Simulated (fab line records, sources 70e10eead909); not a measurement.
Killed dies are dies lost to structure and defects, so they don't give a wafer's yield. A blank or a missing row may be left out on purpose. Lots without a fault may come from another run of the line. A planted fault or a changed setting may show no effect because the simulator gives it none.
Chamber matching | flow nand_harc | NHARC_A_CHANNEL_HOLE_D1_ETCH_38 on rie_diel-10: 4 sister chambers
The step etches the open film in CF4, target depth 39 nm, time 65 s. 18 wafers are shown with their chamber, then 9 later ones without.

WAFERS WITH THEIR CHAMBER
wafer  | chamber | drypump_motor_current_A (A) | rf_vpp_V (V) | oes_product_au (a.u.)
L074.1 | 1       | 5.2                         | 150.4        | 1.002
L074.2 | 3       | 6.7                         | 151.8        | 0.996
L074.5 | 0       | 6.0                         | 150.8        | 0.998
L074.3 | 2       | 5.8                         | 154.1        | 1.004
L074.4 | 0       | 6.0                         | 150.8        | 1.000
L074.6 | 3       | 6.6                         | 149.8        | 0.995
L076.2 | 2       | 5.9                         | 151.3        | 0.995
L076.4 | 1       | 5.2                         | 150.4        | 0.988
L076.5 | 0       | 6.0                         | 150.6        | 1.002
L084.1 | 2       | 5.8                         | 152.1        | 0.996
L084.2 | 3       | 6.6                         | 150.7        | 1.012
L084.6 | 2       | 5.8                         | 153.3        | 0.993
L086.1 | 3       | 6.6                         | 149.7        | 1.018
L086.4 | 0       | 6.0                         | 150.5        | 0.980
L086.6 | 1       | 5.3                         | 152.2        | 1.017
L088.2 | 1       | 5.3                         | 151.5        | 0.991
L088.3 | 3       | 6.6                         | 150.0        | 1.018
L088.6 | 2       | 5.8                         | 153.2        | 0.995

SIGNATURES (means of the wafers above)
reading                 | chamber 0 | chamber 1 | chamber 2 | chamber 3 | scatter within a chamber
drypump_motor_current_A | 6.000     | 5.250     | 5.820     | 6.620     | 0.0431
rf_vpp_V                | 150.675   | 151.125   | 152.800   | 150.400   | 0.858
oes_product_au          | 0.99500   | 0.99950   | 0.99660   | 1.00780   | 0.0101
Rule: a wafer's distance from a chamber is the root of the sum, over the readings, of the square of ((its reading less the chamber's mean) divided by the reading's scatter). The wafer belongs to the nearest chamber; if the next one is less than 2 further off, it can't be placed. The scatter: the root of (the sum of the squares of (reading less its chamber's mean) over the shown wafers, divided by (wafers less chambers)).

WAFERS WITHOUT THEIR CHAMBER
wafer  | drypump_motor_current_A (A) | rf_vpp_V (V) | oes_product_au (a.u.)
L092.1 | 6.6                         | 151.4        | 1.006
L092.3 | 5.8                         | 153.2        | 0.988
L092.4 | 5.2                         | 151.7        | 1.004
L094.2 | 6.0                         | 149.5        | 0.996
L094.3 | 6.6                         | 151.3        | 1.009
L094.5 | 6.0                         | 150.2        | 0.988
L094.1 | 5.9                         | 152.0        | 0.991
L094.4 | 5.2                         | 151.9        | 1.009
L094.6 | 6.6                         | 150.5        | 1.003

WHICH CHAMBER EACH WENT THROUGH
wafer  | from the rows above     | in truth
L092.1 | 3                       | 3
L092.3 | 2                       | 2
L092.4 | 1                       | 1
L094.2 | 0                       | 0
L094.3 | 3                       | 3
L094.5 | 0                       | 0
L094.1 | can't be placed: 2 or 0 | 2
L094.4 | 1                       | 1
L094.6 | 3                       | 3
Placed correctly: 8 of 9. Can't be placed from these rows: 1 (the true chamber is among the candidates in 1). Placed wrongly: 0.
